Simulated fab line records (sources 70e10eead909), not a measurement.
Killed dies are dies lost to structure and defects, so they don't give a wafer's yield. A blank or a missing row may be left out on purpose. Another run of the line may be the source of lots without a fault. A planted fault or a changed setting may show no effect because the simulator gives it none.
8D (eight disciplines) problem report, filled in by code | flow nand-harc | the parts of the form that need people (team, actions taken, sign-off) are left out

== 1. WHAT WENT WRONG ==
Wafers without a fault read 449.1 W, standard deviation 1.3; rf-fwd-power-W at NHARC_P_M2_DEP_33 reads a mean of 377.3 W on 4 wafers belonging to 2 lots. That puts it -55 standard deviations away from the usual mean.
The step: deposits SiCN, target thk 30 nm.
First observed at day 9 09:33: wafer L611.4, on pecvd-04. At this step, 40 wafers from 14 lots have a number in the record. Rule for "out", or "out of limits": more than 4 standard deviations from the usual mean. The other wafers with a number count as sound.

== 2. WHAT IT IS, AND WHAT IT ISN'T ==
question                    | is                     | is not
which readings at this step | rf-fwd-power-W         | heater-power-w
which lots                  | L611, L615             | L605, L606, L608, L609, L610, L617, L618, L619, L621, L623, L625, L626
which wafers of those lots  | all that have a number | -
read on which tools         | pecvd-04               | pecvd-01, pecvd-03
when                        | from day 9 09:33       | up to then (15 sound wafers); but 21 sound wafers of L617, L618, L619, L621, L623, L625, L626 came after

== 3. WHAT RULES OUT EACH SUSPECT ==
Counting: a tool at any process step up to the reading remains a suspect when it ran all the lots that are out and ran no sound lot after the first of those.
- pvd-sputter-02 at NHARC_P_M2_PVD_20 (deposits TaN, target thk 5 nm, time 8.06 s): ruled out as a lasting fault. Following L611 (day 9 08:37), the first lot on it that is out, the sound lots L617, L619, L621, L623, L626 were run on it. NHARC_P_M2_PVD_20: start missing for some lots; hours and lot order therefore follow NHARC_P_M2_ANNEAL_31.
- rtp-anneal-02 at NHARC_P_M2_ANNEAL_31 (time 90 s): ruled out as a lasting fault. Following L611 (day 9 08:37), the first lot on it that is out, the sound lots L617, L621, L623, L625, L626 were run on it.
- pecvd-04 at NHARC_P_M2_DEP_33 (deposits SiCN, target thk 30 nm): kept. Every lot that is out went through it, starting with L611 (day 9 09:33), and after that it ran no sound lot; the last sound lot it ran before then is L610 (day 9 00:34). Out on those wafers are its own readings of rf-fwd-power-W.
Remaining after the count: pecvd-04 at NHARC_P_M2_DEP_33.

== 4. THE CAUSE (what the simulator had put in) ==
Process parameters drifting: pecvd-04 at NHARC_P_M2_DEP_33, beginning at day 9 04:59. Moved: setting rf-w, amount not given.
Only this tool survived the counting.

== 5. SEQUENCE OF EFFECTS, ordered by route ==
One row per reading whose mean, taken over the struck wafers that have a number, lies over 3 standard deviations from the usual. Only readings for which the record gives a usual standard deviation are gone through. hours: the time from each lot's start at the first step in this table that gives one to its start at this step, as a median over the lots. sigmas: the change in usual standard deviations.
hours | step              | reading        | usual   | on struck wafers | change | sigmas
0     | NHARC_P_M2_DEP_33 | rf-fwd-power-W | 449.1 W | 377.3            | -71.8  | -55
Here are the process steps it includes:
- NHARC_P_M2_DEP_33: deposits SiCN, target thk 30 nm.

== 6. HOW IT WOULD HAVE BEEN CAUGHT EARLIER ==
5 hours passed between the start of the fault at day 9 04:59 and the first reading out of limits in this record, taken at day 9 09:33.
